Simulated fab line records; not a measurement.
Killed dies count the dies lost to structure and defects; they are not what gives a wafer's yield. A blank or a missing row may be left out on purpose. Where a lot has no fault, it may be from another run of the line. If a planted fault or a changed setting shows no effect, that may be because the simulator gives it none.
fab line records    flow nand_harc
[record] lots = 6  wafers = 18  last_day = 25
route steps=1159 shown P_CONTACT@249 P_M0@253 END@1159
lots that met no fault: from a run of the same line without faults
start_h: the number of hours between the record's first day and the start of the first shown wafer of the lot    wait_h: hours since the lot's step before    " same as the row above    L1.1+2: a single row standing in for several wafers    - no value, or no start given    * or withheld: withheld    < > ~ a bound
route shown NAME@n: NAME is a module with steps in the file, n the number in the route of the first one    usual: the fault-free wafers' mean and standard deviation    same: alike in all rows    chamber/n: place in a boat    sites: per-site readings    _std_site: the values' standard deviation    _edge_site: outer sites' mean less inner sites'    radius_mm: how far each site lies from the wafer's centre    mask NAME#n: copy n    behind: tool/chamber where the wafer was last shaped    hold: why the lot went on hold/how many hours it stayed there/how the hold came to an end    device: the n, p or np transistor that did not switch    end of line: tests run on the same wafers once the route is complete    step lacking rows: just its recipe    killed: count of dies lost to structure and defects at first sort (not the wafer's yield)    map: a wafer's dies, x killed, . not, _ none there
set.NAME: the setting that was run; set.NAME@STEP: the one run at that earlier step    model.NAME: the simulator's own value behind a step, which no gauge read
lots at some steps of the route; a table a step, a row a wafer
services: the hour from which a tool's chamber was out of use, counted from the record's first day as start_h (under 0 if before that day), plus the number of hours and why
[[steps]]
[step NHARC_P_CONTACT_CMP_24]
[recipe] t_overpolish_s = 30  target_thk_nm = 200
[usual] motor_current_A = 12.0/1.3  overpolish_run_s = 29.999/0.01  retaining_ring_pressure_frac = 1.000/0.0044  time_to_endpoint_s = 38/3.4
lot.wafer  tool    chamber  start_h  wait_h  motor_current_A  overpolish_run_s  retaining_ring_pressure_frac  time_to_endpoint_s
L154.2     cmp-01  2        131.29   0.6     13.7             29.995            1.003                         39
L154.1     "       3        "        "       11.3             30.019            0.999                         33
L154.5     "       1        "        "       12.0             30.001            1.006                         40
L157.4     cmp-03  0        150.40   0.4     11.9             29.992            1.005                         32
L157.3     "       1        "        "       13.2             29.999            1.000                         38
L157.1     "       2        "        "       13.4             29.980            1.001                         43
L168.3     cmp-03  1        220.26   0.4     13.5             30.010            1.012                         37
L168.2     "       2        "        "       12.8             29.980            1.002                         39
L168.5     "       0        "        "       12.5             30.011            0.998                         34
L171.2     cmp-03  0        232.84   0.5     12.0             30.014            0.999                         33
L171.5     "       3        "        "       12.6             29.998            0.995                         37
L171.6     "       0        "        "       12.7             29.980            1.002                         32
L172.1     cmp-01  3        239.11   0.5     11.8             29.996            0.999                         36
L172.3     "       0        "        "       13.6             30.004            1.010                         39
L172.6     "       3        "        "       11.1             30.007            1.002                         36
L174.1     cmp-02  0        253.19   0.6     11.0             29.992            0.998                         42
L174.4     "       1        "        "       9.8              29.988            1.002                         42
L174.6     "       1        "        "       10.2             30.014            0.995                         41
[step NHARC_P_CONTACT_SRD_26]
[step NHARC_P_CONTACT_INSPECT_27]
[usual] raw_defect_count = 300/170
lot.wafer  tool               chamber  start_h  wait_h  raw_defect_count
L154.1     defect_inspect-02  -        131.64   0.1     397
L154.2     "                  -        "        "       209
L154.5     "                  -        "        "       250
L157.1     defect_inspect-02  -        150.78   0.1     267
L157.3     "                  -        "        "       288
L157.4     "                  -        "        "       310
L168.2     defect_inspect-01  -        220.64   0.1     283
L168.3     "                  -        "        "       241
L168.5     "                  -        "        "       210
L171.2     defect_inspect-02  -        233.21   0.1     155
L171.5     "                  -        "        "       309
L171.6     "                  -        "        "       244
L172.1     defect_inspect-02  -        239.52   0.1     144
L172.3     "                  -        "        "       159
L172.6     "                  -        "        "       317
L174.1     defect_inspect-01  -        253.59   0.1     366
L174.4     "                  -        "        "       224
L174.6     "                  -        "        "       198
[step NHARC_P_M0_DEP_00]
[recipe] target_thk_a = 1500  target_thk_nm = 150  temp_c = withheld  pressure_torr = 5  flow_sccm = 200  rf_w = 600  material = SiOC
[step NHARC_P_M0_DEHYDRATE_01]
[recipe] temp_c = 150  time_s = 120
[step NHARC_P_M0_HMDS_02]
[recipe] time_s = 30
[step NHARC_P_M0_COAT_33]
[recipe] temp_c = 200  time_s = 65
[step NHARC_P_M0_COAT_03]
[recipe] spin_rpm = 1500  resist_thk_nm = 90
[step NHARC_P_M0_SOFTBAKE_04]
[recipe] temp_c = 105  time_s = 55
[step NHARC_P_M0_EBR_05]
[step NHARC_P_M0_EXPOSE_06]
[recipe] na = 1.35  target_cd_nm = 90  dose_mj = 81.28  mask_id = P_M0
[step NHARC_P_M0_PEB_07]
[recipe] peb_temp_c = 100  peb_time_s = 65
[usual] exhaust_pa = 45.1/1.1  heater_power_total_W = 156.7/0.4  plate_temp_C = 100.02/0.12  resist_line_temp_C = 23.02/0.1
lot.wafer  tool            chamber  start_h  wait_h  exhaust_pa  heater_power_total_W  plate_temp_C  resist_line_temp_C
L154.1     litho_track-04  0        132.48   0.1     45.4        157.1                 99.99         22.75
L154.2     "               0        "        "       44.9        156.1                 100.04        22.94
L154.5     "               0        "        "       46.0        155.9                 99.97         22.82
L157.1     litho_track-01  0        151.75   0.1     45.1        156.8                 100.07        23.04
L157.3     "               0        "        "       45.0        157.2                 100.05        22.99
L157.4     "               0        "        "       44.5        156.5                 100.02        23.03
L168.2     litho_track-04  0        221.46   0.1     45.9        155.0                 99.02         23.07
L168.3     "               0        "        "       44.5        154.3                 99.18         23.07
L168.5     "               0        "        "       45.3        155.2                 99.14         22.99
L171.2     litho_track-04  0        233.91   0.1     44.5        154.3                 99.21         23.09
L171.5     "               0        "        "       44.9        155.3                 99.22         23.10
L171.6     "               0        "        "       45.3        155.2                 99.30         23.02
L172.1     litho_track-01  0        240.35   0.1     46.5        157.1                 100.06        23.03
L172.3     "               0        "        "       45.3        156.0                 99.78         22.90
L172.6     "               0        "        "       47.5        156.2                 100.04        23.12
L174.1     litho_track-01  0        254.43   0.1     46.8        156.6                 100.11        22.86
L174.4     "               0        "        "       46.3        157.1                 100.07        23.12
L174.6     "               0        "        "       47.9        157.0                 100.15        22.96
[step NHARC_P_M0_DEVELOP_08]
[recipe] develop_time_s = 35  dev_temp_c = 23
[step NHARC_P_M0_CD_MEAS_09]
[recipe] target_cd_nm = 90  landing_energy_ev = 500
[usual] cd_nm = 90.0/0.67
lot.wafer  tool       chamber  start_h  wait_h  cd_nm
L154.1     cd_sem-03  0        132.56   -       90.8
L154.2     "          0        "        "       89.9
L154.5     "          0        "        "       88.7
L157.1     cd_sem-03  0        151.83   -       90.3
L157.3     "          0        "        "       89.6
L157.4     "          0        "        "       90.4
L168.2     cd_sem-03  0        221.54   -       86.6
L168.3     "          0        "        "       86.8
L168.5     "          0        "        "       86.9
L171.2     cd_sem-01  0        233.99   -       87.6
L171.5     "          0        "        "       86.0
L171.6     "          0        "        "       86.2
L172.1     cd_sem-02  0        240.43   -       90.0
L172.3     "          0        "        "       89.9
L172.6     "          0        "        "       89.2
L174.1     cd_sem-03  0        254.51   -       89.0
L174.4     "          0        "        "       88.6
L174.6     "          0        "        "       90.1
[step NHARC_P_M0_OVL_MEAS_10]
[recipe] pitch_nm = 180
[usual] overlay_x_nm = 0.1/0.91  overlay_y_nm = -0.3/0.87
lot.wafer  tool        chamber  start_h  wait_h  overlay_x_nm  overlay_y_nm
L154.1     overlay-01  -        132.65   -       0.0           -1.6
L154.2     "           -        "        "       0.1           -2.4
L154.5     "           -        "        "       0.2           -2.0
L157.1     overlay-02  -        151.92   -       -0.2          -1.5
L157.3     "           -        "        "       -0.7          -0.6
L157.4     "           -        "        "       -0.1          -1.1
L168.2     overlay-01  -        221.63   -       0.2           1.2
L168.3     "           -        "        "       0.9           0.9
L168.5     "           -        "        "       0.9           0.9
L171.2     overlay-01  -        234.08   -       -1.8          -0.4
L171.5     "           -        "        "       -2.2          -1.0
L171.6     "           -        "        "       -1.8          -0.9
L172.1     overlay-02  -        240.52   -       -0.7          -0.2
L172.3     "           -        "        "       -0.7          0.3
L172.6     "           -        "        "       -0.5          -0.2
L174.1     overlay-01  -        254.59   -       0.7           0.2
L174.4     "           -        "        "       0.3           -0.1
L174.6     "           -        "        "       -0.5          0.5
[step NHARC_P_M0_INSPECT_11]
[usual] raw_defect_count = 3.5/2.3
lot.wafer  tool               chamber  start_h  wait_h  raw_defect_count
L154.1     defect_inspect-02  -        132.69   0.0     3
L154.2     "                  -        "        "       2
L154.5     "                  -        "        "       1
L157.1     defect_inspect-01  -        151.97   0.1     5
L157.3     "                  -        "        "       3
L157.4     "                  -        "        "       2
L168.2     defect_inspect-01  -        221.66   0.0     7
L168.3     "                  -        "        "       3
L168.5     "                  -        "        "       4
L171.2     defect_inspect-01  -        234.11   0.0     2
L171.5     "                  -        "        "       1
L171.6     "                  -        "        "       2
L172.1     defect_inspect-02  -        240.56   0.0     4
L172.3     "                  -        "        "       3
L172.6     "                  -        "        "       4
L174.1     defect_inspect-02  -        254.63   0.0     0
L174.4     "                  -        "        "       0
L174.6     "                  -        "        "       1
[step NHARC_P_M0_DESCUM_14]
[recipe] time_s = 3  o2_flow_sccm = 200  ar_flow_sccm = 0  bias_power_w = 0  chemistry = O2
[usual] drypump_motor_current_A = 5.8/0.58  oes_product_au = 1.006/0.0099  rf_vpp_V = 57.7/0.85  showerhead_plenum_p_Torr = 1.91/0.092  throttle_valve_pct = 11.310/0.0086
[same] time_s = 3
lot.wafer  tool         chamber  start_h  wait_h  drypump_motor_current_A  oes_product_au  rf_hours_counter_h  rf_vpp_V  showerhead_plenum_p_Torr  throttle_valve_pct  model.P_M0.cd_nm
L154.1     rie_diel-04  0        132.75   0.1     6.1                      0.999           1                   58.7      1.96                      11.313              90.59
L154.2     "            2        "        "       6.3                      1.000           1                   59.3      1.93                      11.318              90.28
L154.5     "            0        "        "       6.1                      0.999           -                   58.0      1.96                      11.310              89.03
L157.1     rie_diel-11  0        152.05   0.1     6.0                      1.007           6                   58.9      2.02                      11.307              90.67
L157.4     "            1        "        "       6.6                      1.008           9                   58.8      1.81                      11.310              90.5
L157.3     "            2        "        "       5.9                      1.012           9                   57.8      1.93                      11.323              89.78
L168.3     rie_diel-06  3        221.75   0.1     5.5                      1.021           10                  56.8      1.88                      11.306              86.7
L168.2     "            1        "        "       5.7                      1.002           11                  56.9      1.84                      11.323              86.3
L168.5     "            0        "        "       4.7                      1.013           -                   56.9      1.79                      11.316              86.66
L171.2     rie_diel-04  3        234.17   0.1     6.2                      0.997           7                   58.1      1.97                      11.324              86.73
L171.6     "            3        "        "       6.2                      1.002           -                   56.9      1.97                      11.309              85.88
L171.5     "            0        "        "       6.1                      1.000           -                   57.2      1.96                      11.305              85.94
L172.1     rie_diel-11  2        240.62   0.1     5.9                      0.995           2                   57.3      1.93                      11.312              90.19
L172.3     "            0        "        "       6.1                      0.993           3                   57.4      2.01                      11.305              90.18
L172.6     "            3        "        "       5.1                      0.992           -                   58.3      2.06                      11.316              89.29
L174.1     rie_diel-06  1        254.70   0.1     5.6                      1.012           1                   58.7      1.83                      11.295              89.3
L174.4     "            3        "        "       5.5                      0.986           1                   58.2      1.88                      11.321              88.41
L174.6     "            1        "        "       5.7                      1.013           -                   57.9      1.83                      11.314              90.08
[step NHARC_P_M0_ETCH_34]
[recipe] target_depth_a = 400  overetch_a = 120  time_s = 43.94  ion_energy_ev = 200  n2_flow_sccm = 150  h2_flow_sccm = 150  ar_flow_sccm = 0  rf_w = 400  bias_w = 150  chemistry = N2/H2
[usual] drypump_motor_current_A = 5.8/0.58  oes_product_au = 1.005/0.011  rf_vpp_V = 431/3  showerhead_plenum_p_Torr = 2.04/0.1  throttle_valve_pct = 14.170/0.0089
[same] time_s = 43.94
lot.wafer  tool         chamber  start_h  wait_h  drypump_motor_current_A  oes_product_au  rf_hours_counter_h  rf_vpp_V  showerhead_plenum_p_Torr  throttle_valve_pct
L154.1     rie_diel-04  3        132.83   0.1     6.2                      0.999           1                   432       2.11                      14.188
L154.2     "            2        "        "       6.2                      0.988           1                   431       2.05                      14.171
L154.5     "            3        "        "       6.2                      0.977           -                   432       2.10                      14.191
L157.1     rie_diel-11  1        152.13   0.1     6.6                      1.005           9                   427       1.92                      14.162
L157.4     "            2        "        "       5.9                      1.007           9                   430       2.05                      14.175
L157.3     "            3        "        "       5.1                      1.000           9                   435       2.20                      14.163
L168.2     rie_diel-06  3        221.84   0.1     5.5                      1.020           10                  429       2.00                      14.159
L168.3     "            0        "        "       4.8                      0.996           11                  427       1.90                      14.168
L168.5     "            3        "        "       5.5                      1.015           -                   430       2.00                      14.168
L171.2     rie_diel-04  0        234.60   0.4     6.1                      1.007           7                   432       2.09                      14.167
L171.5     "            1        "        "       6.3                      1.022           -                   432       2.09                      14.172
L171.6     "            2        "        "       6.3                      1.017           -                   431       2.05                      14.172
L172.1     rie_diel-11  0        240.73   0.1     6.1                      1.009           3                   434       2.15                      14.161
L172.3     "            2        "        "       5.9                      1.006           2                   431       2.05                      14.162
L172.6     "            2        "        "       5.9                      1.015           -                   429       2.05                      14.167
L174.4     rie_diel-06  2        254.78   0.1     6.4                      0.988           1                   433       2.13                      14.167
L174.1     "            0        "        "       4.7                      1.011           1                   428       1.90                      14.158
L174.6     "            2        "        "       6.3                      0.986           -                   433       2.13                      14.157
[step NHARC_P_M0_ETCH_15]
[recipe] target_depth_a = 1500  overetch_a = 150  time_s = 82.5  c4f8_flow_sccm = withheld  ar_flow_sccm = 400  rf_w = 600  bias_w = 300  chemistry = C4F8/Ar
[usual] oes_product_au = 0.962/0.02  rf_vpp_V = 441.0/3
[same] time_s = 82.5
lot.wafer  tool         chamber  start_h  wait_h  oes_product_au  rf_hours_counter_h  rf_vpp_V  model.P_M0.cd_nm
L154.1     rie_diel-04  3        -        -       0.970           1                   442.1     89.9
L154.2     "            0        "        "       0.960           1                   443.9     89.85
L154.5     "            0        "        "       0.955           -                   443.4     88.39
L157.3     rie_diel-11  3        -        -       0.923           9                   445.2     89.42
L157.1     "            0        "        "       0.925           7                   441.4     90.54
L157.4     "            1        "        "       0.933           9                   437.7     90.35
L168.2     rie_diel-06  1        -        -       0.967           11                  436.6     86.52
L168.3     "            2        "        "       0.980           10                  444.4     87.08
L168.5     "            3        "        "       0.968           -                   439.2     86.75
L171.2     rie_diel-04  1        -        -       0.969           8                   442.0     86.87
L171.6     "            1        "        "       0.968           -                   443.4     85.43
L171.5     "            2        "        "       0.958           -                   441.0     85.96
L172.1     rie_diel-11  0        -        -       0.973           3                   443.9     89.72
L172.3     "            2        "        "       0.967           2                   441.5     89.89
L172.6     "            3        "        "       0.970           -                   445.7     89.16
L174.4     rie_diel-06  3        -        -       0.972           1                   440.1     88.65
L174.1     "            2        "        "       0.963           1                   443.2     89.17
L174.6     "            0        "        "       0.973           -                   437.9     90.26
[step NHARC_P_M0_CD_MEAS_16]
[usual] cd_nm = 89.9/0.75
lot.wafer  tool       chamber  start_h  wait_h  cd_nm
L154.1     cd_sem-01  -        133.04   -       89.9
L154.2     "          -        "        "       90.2
L154.5     "          -        "        "       88.5
L157.1     cd_sem-01  -        152.34   -       90.6
L157.3     "          -        "        "       89.3
L157.4     "          -        "        "       90.1
L168.2     cd_sem-01  -        222.05   -       86.2
L168.3     "          -        "        "       87.5
L168.5     "          -        "        "       86.9
L171.2     cd_sem-03  -        234.80   -       86.6
L171.5     "          -        "        "       85.9
L171.6     "          -        "        "       85.3
L172.1     cd_sem-02  -        240.96   -       89.9
L172.3     "          -        "        "       90.0
L172.6     "          -        "        "       89.4
L174.1     cd_sem-03  -        254.99   -       88.9
L174.4     "          -        "        "       88.5
L174.6     "          -        "        "       90.3
[step NHARC_P_M0_STRIP_18]
[recipe] power_w = 1000  n2_flow_sccm = 150  h2_flow_sccm = 150  ar_flow_sccm = 0  bias_w = 0  chemistry = N2/H2
[usual] drypump_motor_current_A = 5.9/0.54  oes_product_au = 1.003/0.0093  rf_vpp_V = 90.7/1  showerhead_plenum_p_Torr = 2.04/0.089  throttle_valve_pct = 14.171/0.0091
lot.wafer  tool         chamber  start_h  wait_h  drypump_motor_current_A  oes_product_au  rf_hours_counter_h  rf_vpp_V  showerhead_plenum_p_Torr  throttle_valve_pct
L154.1     rie_diel-11  2        133.16   0.1     5.9                      1.012           8                   89.3      2.05                      14.165
L154.2     "            3        "        "       5.1                      1.000           8                   91.4      2.20                      14.165
L154.5     "            1        "        "       6.6                      1.017           -                   89.4      1.92                      14.185
L157.1     rie_diel-06  1        152.43   0.1     5.7                      0.999           6                   89.4      1.96                      14.164
L157.4     "            1        "        "       5.7                      1.006           -                   93.1      1.96                      14.168
L157.3     "            0        "        "       4.8                      0.992           -                   89.4      1.90                      14.161
L168.3     rie_diel-06  3        222.17   0.1     5.5                      1.007           10                  90.6      2.00                      14.163
L168.2     "            0        "        "       4.8                      1.000           11                  90.5      1.90                      14.167
L168.5     "            1        "        "       5.7                      0.999           -                   91.4      1.95                      14.154
L171.2     rie_diel-11  3        234.87   0.1     5.2                      0.998           2                   90.7      2.20                      14.160
L171.6     "            3        "        "       5.1                      0.995           -                   90.6      2.20                      14.156
L171.5     "            0        "        "       6.0                      1.007           -                   90.9      2.15                      14.179
L172.1     rie_diel-06  2        241.06   0.1     6.4                      1.015           11                  91.9      2.13                      14.166
L172.3     "            3        "        "       5.5                      1.022           11                  92.5      2.00                      14.174
L172.6     "            1        "        "       5.7                      1.003           -                   90.0      1.95                      14.183
L174.1     rie_diel-04  3        255.06   0.1     6.2                      0.989           9                   89.5      2.10                      14.165
L174.4     "            0        "        "       6.1                      1.009           8                   90.9      2.09                      14.163
L174.6     "            0        "        "       6.1                      1.003           -                   90.2      2.09                      14.178
[step NHARC_END_SORT_01]
[recipe] temp_c = 25
[usual] defect_limited_yield = 95.7/1.6  killed_at_array = 25/9.7  killed_at_other = 0.7/0.87  killed_at_periphery = 3.3/2.3  killed_dies = 29/11  killed_open = 3.6/2.1  killed_short = 2.3/1.7  sort_bin_2_pct = 1.4/0.62  sort_bin_3_pct = 0.25/0.21  sort_bin_4_pct = 2.7/1  sort_n_pass = 648/11  sort_rim_yield_pct = 94/3.2  sort_yield_pct = 95.7/1.6
[same] gross_dies = 677  sort_bin_5_pct[%] = 0  sort_bin_6_pct[%] = 0  sort_bin_7_pct[%] = 0  sort_bin_8_pct[%] = 0  sort_rim_n_gross = 106.00
lot.wafer  tool       chamber  start_h  wait_h  defect_limited_yield[%]  killed_at_array  killed_at_other  killed_at_periphery  killed_dies  killed_open  killed_short  sort_bin_2_pct[%]  sort_bin_3_pct[%]  sort_bin_4_pct[%]  sort_n_pass  sort_rim_yield_pct[%]  sort_yield_pct[%]
L157.1     prober-01  0        460.82   2.5     96.3                     20               0                5                    25           4            2             1.5                0.15               2.1                652          95                     96.3
L157.3     prober-01  0        462.44   3.1     96.6                     20               0                3                    23           4            2             1.0                0                  2.4                654          92                     96.6
L157.4     prober-01  0        463.25   3.4     96.2                     25               0                1                    26           7            0             1.0                0                  2.8                651          97                     96.2
L168.3     prober-02  0        552.20   3.1     93.1                     43               1                3                    47           3            3             2.4                0.30               4.3                630          86                     93.1
L174.1     prober-01  0        590.34   2.5     94.1                     36               1                3                    40           5            2             2.1                0.74               3.1                637          94                     94.1
L174.4     prober-01  0        592.73   3.4     93.9                     35               1                5                    41           5            1             2.1                0.59               3.4                636          92                     93.9
L174.6     prober-01  0        594.32   4.0     93.9                     36               1                4                    41           2            0             2.4                0                  3.7                636          89                     93.9
// killed by level:class
L157.1 A_CHANNEL_HOLE_D1:chamber_film_flake=12 A_CONTACT:geometric_particle:open=2 P_STI:chamber_film_flake=2 P_M0:geometric_particle:short=1 P_M1:geometric_particle:open=1 A_CHANNEL_FILL_D1:geometric_particle:open=1 A_CONTACT:geometric_particle:short=1 P_ZERO_WELL:chamber_film_flake=1
L157.3 A_CHANNEL_HOLE_D1:chamber_film_flake=11 A_CONTACT:geometric_particle:open=2 A_CONTACT:chamber_film_flake=2 P_M0:geometric_particle:open=1 A_CHANNEL_FILL_D1:geometric_particle:short=1 A_WL_FILL:geometric_particle:open=1 A_CONTACT:geometric_particle:short=1 P_STI:chamber_film_flake=1
L157.4 A_CHANNEL_HOLE_D1:chamber_film_flake=15 A_CONTACT:chamber_film_flake=3 A_ONON_D1:geometric_particle:open=2 A_CONTACT:geometric_particle:open=2 P_M0:geometric_particle:open=1 A_SOURCE_PLATE:geometric_particle:open=1 A_BLC:geometric_particle:open=1 A_STAIRCASE:chamber_film_flake=1
L168.3 A_SLIT:chamber_film_flake=17 A_CHANNEL_HOLE_D1:chamber_film_flake=12 A_CONTACT:chamber_film_flake=4 A_STAIRCASE:chamber_film_flake=4 A_CHANNEL_FILL_D1:geometric_particle:short=3 A_CHANNEL_FILL_D1:geometric_particle:open=2 P_STI:chamber_film_flake=2 P_M0:geometric_particle:open=1
L174.1 A_SLIT:chamber_film_flake=17 A_CONTACT:chamber_film_flake=6 A_CHANNEL_HOLE_D1:chamber_film_flake=4 A_BLC:geometric_particle:open=3 P_M2:chamber_film_flake=2 A_STAIRCASE:chamber_film_flake=2 P_CONTACT:geometric_particle:open=1 A_SOURCE_PLATE:geometric_particle:short=1
L174.4 A_SLIT:chamber_film_flake=19 A_CHANNEL_HOLE_D1:chamber_film_flake=6 A_STAIRCASE:chamber_film_flake=4 A_SGD_CUT:geometric_particle:open=2 P_M0:chamber_film_flake=2 P_M2:chamber_film_flake=2 P_GATE:geometric_particle:open=1 A_CHANNEL_FILL_D1:geometric_particle:open=1
L174.6 A_CHANNEL_HOLE_D1:chamber_film_flake=15 A_SLIT:chamber_film_flake=11 A_CONTACT:chamber_film_flake=6 A_STAIRCASE:chamber_film_flake=3 P_M2:chamber_film_flake=2 P_M0:geometric_particle:open=1 A_ONON_D1:geometric_particle:open=1 P_GATE:chamber_film_flake=1
[[services]]
tool            chamber  start_h  hours  kind
rie_diel-04     -        111.92   9.0    pm
rie_diel-06     0        122.20   -      clean
rie_diel-06     1        122.20   -      clean
cmp-02          -        123.36   1.9    repair
rie_diel-11     0        124.39   23.1   repair
cmp-03          -        136.97   4.2    repair
rie_diel-06     2        138.27   14.8   repair
litho_track-04  -        141.00   7.0    pm
cmp-02          -        148.61   4.0    pm
rie_diel-06     3        149.39   3.4    repair
cmp-03          -        160.36   4.0    pm
cmp-01          -        179.69   4.0    pm
rie_diel-04     3        182.07   5.7    repair
cmp-03          -        186.84   3.4    repair
rie_diel-11     -        189.50   9.0    pm
rie_diel-04     0        197.17   15.3   repair
rie_diel-04     2        199.22   7.9    repair
cmp-02          -        206.51   1.8    repair
rie_diel-11     1        208.11   3.8    repair
cmp-02          -        222.68   1.0    repair
rie_diel-11     1        238.23   3.3    repair
cmp-03          -        239.48   0.4    repair
rie_diel-06     -        241.20   9.0    pm
cmp-02          -        246.61   4.0    pm
[[key]]
[first_sign] step = NHARC_P_M0_PEB_07  reading = plate_temp_C  direction = down  sigmas = 7.2  usual = *  struck = *
[effect] step = NHARC_P_M0_PEB_07  reading = heater_power_total_W  direction = down  sigmas = 4.5  usual = *  struck = *
[effect] step = NHARC_P_M0_CD_MEAS_09  reading = cd_nm  direction = down  sigmas = 4.9  usual = 90.0  struck = 86.7
[effect] step = NHARC_P_M0_CD_MEAS_16  reading = cd_nm  direction = down  sigmas = 4.6  usual = 89.9  struck = 86.4
[model_effect] step = NHARC_P_M0_DESCUM_14  value = P_M0.cd_nm  without = 89.65  struck = 86.37
[model_effect] step = NHARC_P_M0_ETCH_15  value = P_M0.cd_nm  without = 89.71  struck = 86.43
met_at NHARC_P_M0_PEB_07
struck_wafers L168.2,L168.3,L168.5,L171.2,L171.5,L171.6
onset_between 132.48 221.46
[fault] kind = process_parameter_drift  tool = litho_track-04  chamber = -  onset_h = 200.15  steps = NHARC_P_M0_PEB_07  channel = peb_temp_c  offset = *  shape = step  end_h = 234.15  acts_in = *  stated = *
